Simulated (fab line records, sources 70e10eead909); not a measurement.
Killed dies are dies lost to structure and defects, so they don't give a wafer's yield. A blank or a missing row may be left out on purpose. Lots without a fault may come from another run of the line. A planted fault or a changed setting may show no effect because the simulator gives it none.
A struck lot beside a sound one | flow nand_harc | 12 steps out of a route of 1302
Sound: wafers L350.1, L350.2, L350.6. Struck: wafers L362.1, L362.6. (L362.4 of the same lot was not struck and is left out.) The cause comes at the end.
At each step with rows: each side's tool, then ch and its chambers, then its first start. Under that, the readings that differ: sound wafers | struck wafers | difference of the means | sigmas: that difference in standard deviations of wafers without a fault.
alike: readings whose means differ by less than 2 such deviations, and words and numbers that are the same on both sides. not compared: withheld readings, readings that some wafer has no value for, bounds like >300 that may hide the same value, and numbers for which the record gives no deviation and whose values overlap.
The two part at a step that has a row with sigmas, a row that says differs or no value, or rows on one side only. Numbers that don't overlap but have no deviation are shown without sigmas and don't part them. A reading that every wafer of one side lacks parts them only if that side has two wafers or more.

first, 3 steps without rows for these wafers: NHARC_A_STAIRCASE_PEB_07 (peb time 130 s); NHARC_A_STAIRCASE_DEVELOP_08 (time 140 s); NHARC_A_STAIRCASE_HARDBAKE_10 (time 140 s).
NHARC_A_STAIRCASE_DESCUM_11: chemistry O2, time 3 s.
  sound on rie_diel-03 ch 1,3, day 18 17:20; struck on rie_diel-03 ch 1,3, day 23 07:56
  alike: drypump_motor_current_A, oes_product_au, rf_vpp_V, showerhead_plenum_p_Torr, throttle_valve_pct
  not compared: rf_hours_counter_h
NHARC_A_STAIRCASE_TRIM_12: chemistry O2, time 211.2 s.
  sound on rie_diel-03 ch 0,2,3, day 18 17:26; struck on rie_diel-03 ch 2,3, day 23 08:01
  alike: drypump_motor_current_A, oes_product_au, rf_vpp_V, showerhead_plenum_p_Torr, throttle_valve_pct
  not compared: rf_hours_counter_h
NHARC_A_STAIRCASE_ETCH_13: etches the open film in C4F8/O2, target depth 100 nm, time 40.5 s.
  sound on rie_diel-03 ch 2,3; struck on rie_diel-03 ch 0,1
  alike: oes_product_au, rf_vpp_V
  not compared: rf_hours_counter_h
NHARC_A_STAIRCASE_TRIM_14: chemistry O2, time 211.2 s.
  sound on rie_diel-03 ch 0,1,3; struck on rie_diel-03 ch 1,3
  alike: drypump_motor_current_A, oes_product_au, rf_vpp_V, showerhead_plenum_p_Torr, throttle_valve_pct
  not compared: rf_hours_counter_h
then, 2 steps without rows for these wafers: NHARC_A_STAIRCASE_ETCH_15 (etches the open film in C4F8/O2, target depth 100 nm, time 40.5 s); NHARC_A_STAIRCASE_TRIM_16 (chemistry O2, time 211.2 s).
NHARC_A_STAIRCASE_ETCH_17: etches the open film in C4F8/O2, target depth 100 nm, time 40.5 s.
  sound on rie_diel-03 ch 0,2,3; struck on rie_diel-03 ch 2,3
  alike: oes_product_au, rf_vpp_V
  not compared: rf_hours_counter_h
then, 1 step without rows for these wafers: NHARC_A_STAIRCASE_TRIM_18 (chemistry O2, time 211.2 s).
NHARC_A_STAIRCASE_ETCH_19: etches the open film in C4F8/O2, target depth 100 nm, time 40.5 s.
  sound on rie_diel-03 ch 2,3, day 18 18:16; struck on rie_diel-03 ch 2,3, day 23 08:52
  reading               | sound             | struck      | difference | sigmas
  oes_product_au (a.u.) | 0.955 0.932 0.930 | 1.109 1.112 | +0.171     | +14
  rf_vpp_V (V)          | 898 887 887       | 899 906     | +12        | +2
  not compared: rf_hours_counter_h

WHERE THEY PART
Only at NHARC_A_STAIRCASE_ETCH_19, within this record.

WHY: what the simulator had put in
Process parameter drift: rie_diel-03, from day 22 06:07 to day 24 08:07, at NHARC_A_STAIRCASE_ETCH_19. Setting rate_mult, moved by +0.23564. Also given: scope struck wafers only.
